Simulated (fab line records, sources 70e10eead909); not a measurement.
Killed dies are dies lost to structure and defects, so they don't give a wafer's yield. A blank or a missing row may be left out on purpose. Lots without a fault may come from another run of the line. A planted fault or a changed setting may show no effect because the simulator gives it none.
Chamber matching | flow nand_harc | NHARC_P_GATE_STRIP_101 on rie_diel-09: 4 sister chambers
The step strips in O2, time 20 s. 14 wafers are shown with their chamber, then 7 later ones without.

WAFERS WITH THEIR CHAMBER
wafer  | chamber | showerhead_plenum_p_Torr (Torr) | drypump_motor_current_A (A) | oes_product_au (a.u.)
L077.1 | 0       | 3.42                            | 5.5                         | 1.009
L077.5 | 0       | 3.42                            | 5.5                         | 1.005
L077.6 | 3       | 3.65                            | 5.5                         | 1.000
L080.4 | 2       | 3.51                            | 5.7                         | 1.010
L080.5 | 1       | 3.58                            | 5.4                         | 1.019
L080.6 | 0       | 3.42                            | 5.5                         | 1.027
L081.1 | 1       | 3.58                            | 5.4                         | 1.025
L081.4 | 3       | 3.65                            | 5.5                         | 0.991
L081.5 | 2       | 3.51                            | 5.8                         | 1.017
L082.1 | 1       | 3.58                            | 5.4                         | 1.036
L082.4 | 0       | 3.41                            | 5.5                         | 1.022
L082.5 | 1       | 3.58                            | 5.4                         | 1.022
L085.2 | 2       | 3.51                            | 5.8                         | 0.995
L085.3 | 0       | 3.41                            | 5.5                         | 1.006

SIGNATURES (means of the wafers above)
reading                  | chamber 0 | chamber 1 | chamber 2 | chamber 3 | scatter within a chamber
showerhead_plenum_p_Torr | 3.4160    | 3.5800    | 3.5100    | 3.6500    | 0.00346
drypump_motor_current_A  | 5.500     | 5.400     | 5.767     | 5.500     | 0.0258
oes_product_au           | 1.01380   | 1.02550   | 1.00733   | 0.99550   | 0.00928
Rule: a wafer's distance from a chamber is the root of the sum, over the readings, of the square of ((its reading less the chamber's mean) divided by the reading's scatter). The wafer belongs to the nearest chamber; if the next one is less than 2 further off, it can't be placed. The scatter: the root of (the sum of the squares of (reading less its chamber's mean) over the shown wafers, divided by (wafers less chambers)).

WAFERS WITHOUT THEIR CHAMBER
wafer  | showerhead_plenum_p_Torr (Torr) | drypump_motor_current_A (A) | oes_product_au (a.u.)
L085.6 | 3.58                            | 5.4                         | 1.019
L088.1 | 3.41                            | 5.5                         | 1.009
L088.3 | 3.51                            | 5.8                         | 1.000
L088.4 | 3.65                            | 5.5                         | 0.991
L097.2 | 3.64                            | 5.5                         | 1.009
L097.3 | 3.41                            | 5.5                         | 1.002
L097.5 | 3.50                            | 5.8                         | 1.022

WHICH CHAMBER EACH WENT THROUGH
wafer  | from the rows above | in truth
L085.6 | 1                   | 1
L088.1 | 0                   | 0
L088.3 | 2                   | 2
L088.4 | 3                   | 3
L097.2 | 3                   | 3
L097.3 | 0                   | 0
L097.5 | 2                   | 2
Placed correctly: 7 of 7. Can't be placed from these rows: 0. Placed wrongly: 0.
